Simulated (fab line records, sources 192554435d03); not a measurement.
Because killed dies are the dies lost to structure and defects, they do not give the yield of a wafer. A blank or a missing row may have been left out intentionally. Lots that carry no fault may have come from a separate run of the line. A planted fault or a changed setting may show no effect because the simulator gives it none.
fab line records | flow n5_finfet
record: lots: 6 wafers: 16 last_day: 17
route steps=1938 shown BEOL_M4@1050
lots untouched by any fault: they come from a run of this same line in which no faults occurred
start_h: hours from the record's opening day to when the first of the lot's shown wafers began | wait_h: hours since the lot's step before | " same as the row above | L1.1+2: one row covering several wafers at once | - no value, or no start was given | * or withheld: withheld | < > ~ a bound
route shown NAME@n: NAME is a module with steps in the file, n the number in the route of the first one | usual: mean/standard deviation taken from wafers without a fault | same: alike in all rows | chamber/n: place in a boat | sites: the reading at each site | _std_site: the standard deviation of these | _edge_site: the outer-site mean with the inner-site mean subtracted | radius_mm: for every site, how far away it sits from the centre of the wafer | mask NAME#n: copy n | behind: the tool/chamber that last shaped the wafer | hold: the reason the lot was held/the length of the hold in hours/how it ended | device: names the non-switching transistor (n, p or np) | end of line: the same wafers' tests at the end of the route | a step without rows: its recipe alone | killed: not the wafer's yield, but the dies lost to structure and defects at the first sort | map: per-die view of a wafer (x killed, . not killed, _ where there is no die)
set.NAME: the setting as run; set.NAME@STEP: as run at that earlier step | model.NAME: the simulator's own value behind a step, which no gauge read
certain route steps with their lots: each step a table, each wafer a row
services: the hour from which a tool's chamber was out of use, counted from the record's first day as start_h (under 0 if before that day), plus the number of hours and why
== steps ==
step: N5_BEOL_M4_COAT_22
recipe: resist: CAR-EUV spin_rpm: 1500 resist_thk_nm: 30
step: N5_BEOL_M4_EBR_24
recipe: solvent: PGMEA ebr_width_mm: 1.5
step: N5_BEOL_M4_SOFTBAKE_23
recipe: temp_c: 110 time_s: 60 resist: CAR-EUV
step: N5_BEOL_M4_EXPOSE_25
recipe: mask_id: V3 na: 0.33 source_shape: quasar sigma_inner: 0.2 sigma_outer: 0.8 polarization: unpolarized defocus_nm: 5 dose_mj: 63
step: N5_BEOL_M4_PEB_26
recipe: peb_temp_c: 100 peb_time_s: 60 resist: CAR-EUV
step: N5_BEOL_M4_DEVELOP_27
recipe: develop_time_s: 30 developer: TMAH resist: CAR-EUV rinse_liquid: surfactant_rinse dry: air_spin dev_temp_c: 23
step: N5_BEOL_M4_CD_MEAS_28
recipe: target_cd_nm: 26.2 landing_energy_ev: 500 detector: se_inlens target_cd_y_nm: 24.1 polarity: opening
usual: cd_nm: 26.19/0.24
columns lot.wafer tool chamber start_h wait_h cd_nm
L165.1 cd_sem-03 0 151.33 - 26.08
L165.3 " 0 " " 26.22
L165.6 " 0 " " 26.22
L164.2 cd_sem-02 0 155.60 - 26.22
L164.4 " 0 " " 26.23
L164.6 " 0 " " 26.49
L172.2 cd_sem-02 0 199.72 - 26.40
L172.4 " 0 " " 26.30
L172.5 " 0 " " 26.12
L180.2 cd_sem-01 0 247.18 - 26.22
L180.6 " 0 " " 25.96
L181.1 cd_sem-01 0 261.38 - 26.01
L181.2 " 0 " " 26.38
L187.3 cd_sem-01 0 287.93 - 25.89
L187.4 " 0 " " 26.58
L187.5 " 0 " " 26.36
step: N5_BEOL_M4_OVL_MEAS_29
recipe: points_per_wafer: 522
usual: V3_OVL: 0.2/0.77
same: points_per_wafer: 522
columns lot.wafer tool chamber start_h wait_h V3_OVL[nm]
L165.1 overlay-01 0 151.36 0.0 0.9
L165.3 " 0 " " 0.4
L165.6 " 0 " " 0.4
L164.2 overlay-02 0 155.63 0.0 0.9
L164.4 " 0 " " 0.2
L164.6 " 0 " " 1.1
L172.2 overlay-02 0 199.75 0.0 -0.9
L172.4 " 0 " " 0.0
L172.5 " 0 " " 0.2
L180.2 overlay-02 0 247.21 0.0 -1.4
L180.6 " 0 " " -0.7
L181.1 overlay-01 0 261.41 0.0 0.3
L181.2 " 0 " " -0.1
L187.3 overlay-01 0 287.97 0.0 1.8
L187.4 " 0 " " 1.1
L187.5 " 0 " " 0.7
step: N5_BEOL_M4_INSPECT_30
recipe: mode: adi inspect_instrument: brightfield
usual: raw_defect_count: 451/120
columns lot.wafer tool chamber start_h wait_h raw_defect_count
L165.1 defect_inspect-01 - 151.42 0.1 437
L165.3 " - " " 504
L165.6 " - " " 492
L164.2 defect_inspect-01 - 155.68 0.0 543
L164.4 " - " " 392
L164.6 " - " " 492
L172.2 defect_inspect-01 - 199.80 0.0 540
L172.4 " - " " 452
L172.5 " - " " 380
L180.2 defect_inspect-01 - 247.26 0.0 635
L180.6 " - " " 571
L181.1 defect_inspect-01 - 261.46 0.1 403
L181.2 " - " " 458
L187.3 defect_inspect-01 - 288.01 0.0 472
L187.4 " - " " 624
L187.5 " - " " 480
step: N5_BEOL_M4_DESCUM_33
recipe: chemistry: O2 time_s: 7 source_power_w: 50 bias_power_w: 20 pressure_mtorr: 20 rf_frequency_hz: 2.712e+07 temp_c: 40 resist: CAR-EUV o2_flow_sccm: 225
usual: bias_power_w: 20.00/0.056 chamber_pressure_mTorr: 20.000/0.018 drypump_motor_current_A: 5.9/0.44 oes_product_au: 0.79/0.091 rf_fwd_power_W: 49.39/0.21 rf_vpp_V: 243.0/1.3 showerhead_plenum_p_Torr: 2.09/0.067 throttle_valve_pct: 20.43/0.26
columns lot.wafer tool chamber start_h wait_h bias_power_w chamber_pressure_mTorr drypump_motor_current_A oes_product_au rf_fwd_power_W rf_hours_counter_h rf_vpp_V showerhead_plenum_p_Torr throttle_valve_pct
L165.1 rie_diel-04 2 151.63 0.2 19.99 19.970 5.9 0.66 49.44 237 241.5 2.00 20.48
L165.3 " 1 " " 19.91 19.972 6.4 0.91 49.19 25 246.1 2.24 20.60
L165.6 " 3 " " 19.95 20.022 5.9 0.70 49.60 - 244.2 2.16 20.81
L164.2 rie_diel-05 2 155.72 0.0 19.94 19.992 5.2 0.79 49.46 102 241.9 2.03 20.06
L164.4 " 0 " " 19.96 19.964 5.5 0.87 49.11 43 244.5 2.11 19.72
L164.6 " 3 " " 20.01 19.995 5.7 0.72 49.58 - 244.0 2.16 20.54
L172.2 rie_diel-03 2 199.84 0.0 20.07 20.001 6.6 0.85 49.61 59 243.6 2.04 20.25
L172.4 " 1 " " 20.09 20.007 5.2 0.70 49.75 230 242.7 2.08 20.53
L172.5 " 0 " " 19.91 19.994 5.8 0.86 49.03 - 242.9 2.03 20.37
L180.2 rie_diel-03 2 247.35 0.1 20.03 20.002 6.6 0.83 49.47 76 243.3 2.04 20.30
L180.6 " 3 " " 20.04 20.003 6.3 0.69 49.37 - 241.6 2.06 20.58
L181.1 rie_diel-05 3 261.50 0.0 20.06 20.017 5.6 0.68 49.35 227 242.4 2.15 20.58
L181.2 " 2 " " 19.89 19.952 5.2 0.74 49.50 142 241.5 2.01 20.14
L187.3 rie_diel-04 2 288.05 0.0 19.97 19.979 5.9 0.91 49.56 32 245.5 2.25 20.10
L187.4 " 3 " " 20.09 20.028 6.0 0.96 49.65 5 243.7 2.14 20.40
L187.5 " 3 " " 20.07 20.002 6.0 0.97 49.75 - 244.2 2.14 20.39
step: N5_BEOL_M4_ETCH_77
recipe: chemistry: N2/H2 target: underlayer target_depth_a: 65 mask_material: CAR-EUV time_s: 5.2 ion_energy_ev: 200 pressure_mtorr: 30 source_w: 840 bias_w: 150 n2_flow_sccm: 200 h2_flow_sccm: 200 ends: cleared
usual: chamber_pressure_mTorr: 29.99/0.043 drypump_motor_current_A: 5.9/0.44 etch_rf_on_time_s: 5.20/0.13 oes_product_au: 0.67/0.076 rf_fwd_power_W: 819.3/2.7 rf_vpp_V: 523.5/2.7 showerhead_plenum_p_Torr: 2.53/0.081 throttle_valve_pct: 17.84/0.24
columns lot.wafer tool chamber start_h wait_h chamber_pressure_mTorr drypump_motor_current_A etch_rf_on_time_s oes_product_au rf_fwd_power_W rf_hours_counter_h rf_vpp_V showerhead_plenum_p_Torr throttle_valve_pct
L165.1 rie_diel-04 2 151.66 0.0 29.93 5.9 5.30 0.57 816.3 237 520.7 2.40 17.73
L165.3 " 1 " " 29.97 6.4 5.11 0.77 822.5 25 528.3 2.71 17.98
L165.6 " 3 " " 30.01 6.0 5.31 0.60 819.5 - 527.3 2.62 18.23
L164.2 rie_diel-05 2 155.75 0.0 30.01 5.2 5.36 0.69 814.7 102 521.7 2.46 17.45
L164.4 " 0 " " 29.95 5.5 5.05 0.75 818.7 43 523.2 2.58 17.30
L164.6 " 3 " " 30.02 5.6 5.09 0.63 817.3 - 526.3 2.63 17.88
L172.2 rie_diel-03 2 199.87 0.0 29.92 6.6 5.19 0.70 816.3 59 521.7 2.48 17.72
L172.4 " 1 " " 29.98 5.2 5.16 0.60 822.3 230 524.0 2.50 17.73
L172.5 " 0 " " 30.04 5.8 5.10 0.73 820.4 - 523.9 2.49 17.93
L180.2 rie_diel-03 2 247.38 0.0 30.07 6.6 5.24 0.68 816.5 76 520.0 2.47 17.76
L180.6 " 3 " " 30.05 6.3 5.14 0.57 816.5 - 523.1 2.49 18.01
L181.1 rie_diel-05 3 261.53 0.0 29.96 5.6 5.16 0.60 819.0 227 525.7 2.61 17.94
L181.2 " 2 " " 29.99 5.2 5.45 0.63 818.7 142 519.9 2.44 17.51
L187.3 rie_diel-04 2 288.08 0.0 29.97 5.9 5.17 0.77 819.0 32 528.0 2.71 17.36
L187.4 " 3 " " 29.94 5.9 5.29 0.81 820.2 5 524.0 2.60 17.80
L187.5 " 3 " " 29.99 5.9 5.23 0.81 819.6 - 524.2 2.60 17.80
step: N5_BEOL_M4_ETCH_69
recipe: chemistry: CF4 target: SiARC target_depth_a: 156 mask_material: CAR-EUV time_s: 26 ion_energy_ev: 80 pressure_mtorr: 40 source_w: 545 bias_w: 36 Ar_flow_sccm: 100 cf4_flow_sccm: 100 ends: cleared
usual: chamber_pressure_mTorr: 40.00/0.039 drypump_motor_current_A: 5.9/0.45 etch_rf_on_time_s: 25.9/0.59 oes_product_au: 0.68/0.075 rf_fwd_power_W: 532.3/2.1 rf_vpp_V: 183.9/1.2 showerhead_plenum_p_Torr: 2.13/0.06 throttle_valve_pct: 15.61/0.23
columns lot.wafer tool chamber start_h wait_h chamber_pressure_mTorr drypump_motor_current_A etch_rf_on_time_s oes_product_au rf_fwd_power_W rf_hours_counter_h rf_vpp_V showerhead_plenum_p_Torr throttle_valve_pct
L165.1 rie_diel-04 2 151.68 0.0 40.01 5.9 26.3 0.58 535.3 237 183.0 2.03 15.60
L165.3 " 1 " " 40.03 6.4 25.7 0.78 532.7 25 187.3 2.26 15.62
L165.6 " 3 " " 40.02 5.9 26.4 0.60 532.7 - 183.7 2.20 15.94
L164.2 rie_diel-05 2 155.77 0.0 40.00 5.2 26.7 0.68 533.9 102 184.0 2.08 15.27
L164.4 " 0 " " 39.93 5.5 25.2 0.75 537.2 43 184.7 2.18 15.11
L164.6 " 3 " " 40.05 5.6 25.3 0.63 530.0 - 184.8 2.21 15.78
L172.2 rie_diel-03 2 199.89 0.0 39.94 6.6 26.1 0.71 535.7 59 181.5 2.10 15.39
L172.4 " 1 " " 39.97 5.1 25.4 0.61 528.7 230 184.1 2.12 15.70
L172.5 " 0 " " 40.02 5.8 25.9 0.73 534.3 - 183.6 2.09 15.52
L180.2 rie_diel-03 2 247.40 0.0 40.00 6.6 26.2 0.70 535.3 76 182.7 2.09 15.45
L180.6 " 3 " " 40.01 6.3 25.4 0.59 533.0 - 182.9 2.11 15.82
L181.1 rie_diel-05 3 261.55 0.0 39.99 5.6 25.6 0.60 531.0 227 184.5 2.19 15.86
L181.2 " 2 " " 40.04 5.2 26.6 0.64 532.6 142 183.8 2.07 15.35
L187.3 rie_diel-04 2 288.10 0.0 40.02 5.9 25.5 0.79 529.5 32 185.4 2.27 15.20
L187.4 " 3 " " 40.04 6.0 25.8 0.82 534.4 5 185.4 2.19 15.50
L187.5 " 3 " " 39.95 5.9 26.1 0.82 532.5 - 184.1 2.19 15.51
step: N5_BEOL_M4_ALD_98
recipe: material: SiO2 target_thk_a: 25 temp_c: 100 ald_precursor_family: BDEAS ald_co_reactant: O2-plasma pulse_time_s: 1 co_reactant_pulse_time_s: 1 purge_time_s: 2 co_reactant_purge_time_s: 2 ald_cycles: 17 pressure_torr: 2
usual: ald_cycles: 17/0 chamber_pressure_Torr: 2.000/0.0043 heater_power_outer_w: 41/5.2 heater_power_w: 78/9.1 precursor_pulse_height_rel: 1.000/0.018
same: co_reactant_pulse_time_s: 1
columns lot.wafer tool chamber start_h wait_h ald_cycles chamber_pressure_Torr heater_power_outer_w heater_power_w precursor_pulse_height_rel since_wet_clean_h model.SiO2_of_BEOL_M4_ALD_98.thk_nm
L165.1 ald_sin-01 0 151.90 0.2 17 1.996 37 73 0.988 52 2.6
L165.3 " 2 " " 17 1.994 39 76 1.021 52 2.4
L165.6 " 2 " " 17 1.997 38 74 1.004 - 2.4
L164.2 ald_sin-03 0 155.85 0.1 17 2.003 42 77 0.994 345 2.4
L164.4 " 1 " " 17 1.999 38 78 0.999 345 2.4
L164.6 " 1 " " 17 2.000 38 75 0.972 - 2.4
L172.2 ald_sin-01 2 199.97 0.1 17 1.993 40 76 1.007 101 2.4
L172.4 " 1 " " 17 2.002 41 82 0.976 101 2.4
L172.5 " 0 " " 17 1.996 37 71 0.982 - 2.4
L180.2 ald_sin-03 0 247.48 0.1 17 1.998 40 73 1.004 55 2.6
L180.6 " 1 " " 12 2.007 38 74 1.021 - 1.8
L181.1 ald_sin-03 1 261.94 0.4 12 2.002 38 74 1.013 69 1.8
L181.2 " 2 " " 17 2.000 34 65 0.968 69 2.4
L187.3 ald_sin-04 0 288.18 0.1 17 2.000 48 84 0.998 280 2.4
L187.4 " 3 " " 17 1.994 45 83 0.976 280 2.4
L187.5 " 0 " " 17 1.995 48 86 1.027 - 2.6
step: N5_BEOL_M4_ETCHBACK_99
recipe: chemistry: CHF3 target: SiO2 target_depth_a: 50 time_s: 10.4 source_w: 215 bias_w: 47 Ar_flow_sccm: 200 CHF3_flow_sccm: 12 ion_energy_ev: 100 pressure_mtorr: 30
usual: chamber_pressure_mTorr: 30.00/0.042 drypump_motor_current_A: 5.8/0.43 oes_f_703_au: 0.81/0.086 oes_product_au: 0.81/0.091 rf_fwd_power_W: 212.4/1 rf_vpp_V: 242/5.5 showerhead_plenum_p_Torr: 2.16/0.071 throttle_valve_pct: 17.02/0.22
columns lot.wafer tool chamber start_h wait_h chamber_pressure_mTorr drypump_motor_current_A oes_f_703_au oes_product_au rf_fwd_power_W rf_hours_counter_h rf_vpp_V showerhead_plenum_p_Torr throttle_valve_pct
L165.1 rie_diel-05 2 154.19 2.2 29.97 5.2 0.80 0.79 213.8 102 240 2.09 16.71
L165.3 " 1 " " 30.02 5.8 0.92 0.92 211.8 11 236 2.11 16.98
L165.6 " 0 " " 30.04 5.5 0.87 0.88 211.3 - 246 2.21 16.65
L164.2 rie_diel-04 0 165.27 9.4 30.03 5.7 0.95 0.96 212.5 9 244 2.11 17.09
L164.4 " 3 " " 30.01 5.9 0.69 0.71 212.6 - 239 2.22 17.41
L164.6 " 2 " " 30.02 5.9 0.67 0.67 211.5 - 238 2.05 17.11
L172.2 rie_diel-03 0 206.29 6.3 30.02 5.8 0.84 0.87 211.0 49 241 2.11 17.10
L172.4 " 3 " " 29.99 6.3 0.71 0.70 212.4 232 228 2.12 17.20
L172.5 " 2 " " 29.99 6.6 0.80 0.83 214.1 - 245 2.11 16.90
L180.2 rie_diel-03 2 250.49 3.0 30.01 6.6 0.78 0.82 213.1 76 245 2.10 16.93
L180.6 " 2 " " 29.96 6.6 0.78 0.81 214.2 - 247 2.10 16.91
L181.1 rie_diel-04 1 262.61 0.6 30.00 6.4 0.85 0.84 212.5 66 246 2.26 17.16
L181.2 " 2 " " 29.98 5.9 0.92 0.95 211.8 21 243 2.30 16.67
L187.3 rie_diel-03 0 292.24 4.0 29.96 5.8 0.81 0.83 210.4 76 241 2.10 17.13
L187.4 " 2 " " 30.03 6.6 0.76 0.80 214.0 95 246 2.10 16.97
L187.5 " 3 " " 29.98 6.3 0.69 0.68 211.1 - 229 2.11 17.26
step: N5_BEOL_M4_RC_MEAS_101
usual: DIBL_N: 36.3/1.7 DIBL_P: 36.3/2.2 IOFF_N: 0.16/0.034 IOFF_P: 0.21/0.038 ION_N: 673/13 ION_P: 461/8.3 SS_N: 71.5/0.55 SS_P: 73.3/0.67 VT_N: 250/3.4 VT_P: -251/3.5
columns lot.wafer tool chamber start_h wait_h DIBL_N[mV/V] DIBL_P[mV/V] IOFF_N[nA/um] IOFF_P[nA/um] ION_N[uA/um] ION_P[uA/um] SS_N[mV/dec] SS_P[mV/dec] VT_N[mV] VT_P[mV]
L165.1 prober-02 0 160.32 0.0 36.2 37.5 0.18 0.23 675 462 71.7 74.0 251 -251
L165.3 " 0 " " 36.5 37.2 0.18 0.23 672 461 71.9 73.7 248 -250
L165.6 " 0 " " 38.5 39.5 0.21 0.27 675 469 72.6 74.1 248 -246
L164.2 prober-01 0 169.97 0.2 34.1 32.5 0.12 0.16 657 458 70.8 72.1 250 -254
L164.4 " 0 " " 34.8 33.6 0.13 0.17 672 462 71.8 72.1 254 -252
L164.6 " 0 " " 35.0 33.7 0.14 0.17 671 462 71.4 71.9 250 -254
L172.2 prober-01 0 210.74 0.2 35.1 36.1 0.12 0.19 662 461 72.3 73.7 257 -251
L172.4 " 0 " " 39.4 40.4 0.19 0.25 649 452 72.5 74.2 250 -247
L172.5 " 0 " " 36.2 37.3 0.13 0.21 639 450 72.4 73.1 254 -249
L180.2 prober-02 0 255.58 0.2 35.8 36.7 0.14 0.18 671 453 71.5 72.7 252 -255
L180.6 " 0 " " 33.0 32.4 0.10 0.13 660 447 71.0 71.2 257 -258
L181.1 prober-02 0 268.22 0.0 36.8 35.0 0.15 0.15 673 452 71.6 73.1 249 -260
L181.2 " 0 " " 36.4 35.5 0.16 0.16 674 454 71.8 73.3 248 -258
L187.3 prober-02 0 297.27 0.3 36.1 36.6 0.15 0.19 679 466 71.0 73.1 251 -254
L187.4 " 0 " " 38.2 39.3 0.19 0.23 681 462 71.0 73.7 249 -252
L187.5 " 0 " " 35.2 33.9 0.13 0.16 653 449 71.6 73.1 252 -255
== services ==
columns tool chamber start_h hours kind
ald_sin-03 1 138.49 4.2 repair
rie_diel-03 0 151.36 2.6 repair
ald_sin-01 3 154.64 3.3 repair
rie_diel-04 3 172.52 3.1 repair
ald_sin-03 - 178.79 14.0 pm
ald_sin-03 0 178.79 14.0 vent_cycle
ald_sin-03 1 178.79 14.0 vent_cycle
ald_sin-03 2 178.79 14.0 vent_cycle
rie_diel-04 2 184.78 - clean
rie_diel-04 2 184.78 - consumable_replace:focus_ring
rie_diel-04 2 184.78 - consumable_replace:showerhead
rie_diel-04 2 184.78 21.2 scheduled_down
rie_diel-04 2 184.78 21.2 vent_cycle
ald_sin-01 2 217.35 1.6 repair
rie_diel-04 3 246.40 - clean
rie_diel-04 3 246.40 - consumable_replace:focus_ring
rie_diel-04 3 246.40 26.4 scheduled_down
rie_diel-04 3 246.40 26.4 vent_cycle
ald_sin-04 3 251.10 1.7 repair
rie_diel-03 1 260.72 - clean
rie_diel-03 1 260.72 - consumable_replace:focus_ring
rie_diel-03 1 260.72 19.1 scheduled_down
rie_diel-03 1 260.72 19.1 vent_cycle
rie_diel-05 1 269.99 15.2 repair
== key ==
first_sign: step: N5_BEOL_M4_ALD_98 reading: ald_cycles direction: down sigmas: 99+ usual: * struck: *
effect none on later readings
model_effect: step: N5_BEOL_M4_ALD_98 value: SiO2_of_BEOL_M4_ALD_98.thk_nm without: 2.6 struck: 1.8
met_at N5_BEOL_M4_ALD_98
struck_wafers L180.6,L181.1
onset_between 155.85 247.48
fault: kind: process_parameter_drift tool: ald_sin-03 chamber: - onset_h: 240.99 steps: N5_BEOL_M4_ALD_98 channel: ald_cycles offset: * shape: step end_h: 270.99 scope: struck_wafers_only acts_in: * stated: *
